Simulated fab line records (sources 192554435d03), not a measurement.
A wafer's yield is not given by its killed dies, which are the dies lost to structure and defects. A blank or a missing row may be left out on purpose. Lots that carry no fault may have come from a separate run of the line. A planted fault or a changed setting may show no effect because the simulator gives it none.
Split-lot trial -- flow n5-finfet -- 21 wafers read from 7 lots, route of 1938 steps

## ON THE SPLIT
At N5_MOL_CONTACT_COAG_COAT_75 (time 60 s, resist thk 60 nm), the setting spin-rpm was moved away from the recipe's 1500 rpm on 8 of the 21 wafers read, by -9.3% to -4.3%. For the rest of the wafers, this setting stayed at what the recipe calls for.

Reading taken at the split's own step.

## THE READING
SOC_of_MOL_CONTACT_COAG_COAT_75.thk-nm (the simulator's own value, which no gauge read), in nm, at N5_MOL_CONTACT_COAG_COAT_75 (time 60 s, resist thk 60 nm). The file gives no usual value for it. Average 60.1 nm, standard deviation 0.2 nm, over the 13 wafers here run with the recipe.

wafer,"tool, chamber at the split","spin-rpm as run, rpm",against the recipe,"SOC_of_MOL_CONTACT_COAG_COAT_75.thk-nm, nm",against lot-mates on the recipe
L078.2,"litho-track-03, 0",1500,recipe,60.4,-
L078.3,"litho-track-03, 0",1361,-9.3%,63.4,+3.1
L078.5,"litho-track-03, 0",1500,recipe,60.2,-
L077.1,"litho-track-04, 0",1374,-8.4%,62.8,+2.6
L077.3,"litho-track-04, 0",1500,recipe,60.2,-
L077.5,"litho-track-04, 0",1374,-8.4%,62.6,+2.4
L085.2,"litho-track-03, 0",1500,recipe,60,-
L085.4,"litho-track-03, 0",1500,recipe,60.4,-
L085.5,"litho-track-03, 0",1361,-9.3%,63.2,+3.0
L086.1,"litho-track-05, 0",1500,recipe,59.8,-
L086.4,"litho-track-05, 0",1500,recipe,59.8,-
L086.3,"litho-track-05, 0",1500,recipe,60,-
L089.2,"litho-track-05, 0",1500,recipe,60,-
L089.3,"litho-track-05, 0",1500,recipe,60,-
L089.5,"litho-track-05, 0",1500,recipe,60,-
L091.2,"litho-track-05, 0",1435,-4.3%,61.4,+1.6
L091.4,"litho-track-05, 0",1500,recipe,59.8,-
L091.5,"litho-track-05, 0",1435,-4.3%,61.2,+1.4
L095.1,"litho-track-04, 0",1399,-6.7%,62.4,+2.2
L095.3,"litho-track-04, 0",1399,-6.7%,62.4,+2.2
L095.6,"litho-track-04, 0",1500,recipe,60.2,-

FIT RESULTS
A straight line over all 21 wafers: SOC_of_MOL_CONTACT_COAG_COAT_75.thk-nm changes by -0.334 nm for each +1% of spin-rpm; r = -0.99; the points scatter about the line by 0.2 nm.
The same after taking each lot's own level away (the mean of its wafers on the recipe; 21 wafers): -0.319 nm for each +1%; r = -1.00; scatter 0.12 nm.
That fit puts the effect of the largest move of spin-rpm on the reading at 3 nm.
From 59.80 to 60.30 nm: that is the span of the lots' own levels, equal to 2.5 times the standard deviation above.
The two slopes are in agreement: the lot-to-lot level therefore moves the slope only a little.
Check: for one of the wafers moved furthest among these (-9.3%), held out of the fit, the line's prediction against its lot-mates is +2.93 nm. It came out at +3.1 nm against them.

## THESE WAFERS: OTHER SPLITS
Other splits were also applied to these wafers ahead of the reading. Each is held against what the fit with the lots' levels taken away leaves over:
other split on the same wafers,wafers away from the commonest value,r with SOC_of_MOL_CONTACT_COAG_COAT_75.thk-nm (lot level and that fit taken away)
N5_SDB_COAT_05 spin-rpm,9,+0.08
N5_HKMG_FIN_ETCH_55 bias-w,6,+0.26
N5_HKMG_FIN_CVD_62 temp-c,8,-0.01
N5_HKMG_FIN_COAT_06 spin-rpm,7,-0.11
N5_HKMG_FIN_EXPOSE_09 dose-mj,4,+0.04
N5_MOL_CONTACT_COAG_EXPOSE_05 dose-mj,9,+0.02
N5_MOL_CONTACT_COAG_ETCH_105 bias-w,6,+0.19

## THE FILE'S OWN FIT
SOC_of_MOL_CONTACT_COAG_COAT_75.thk-nm changes by -0.323 nm for each +1% of spin-rpm, r = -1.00.
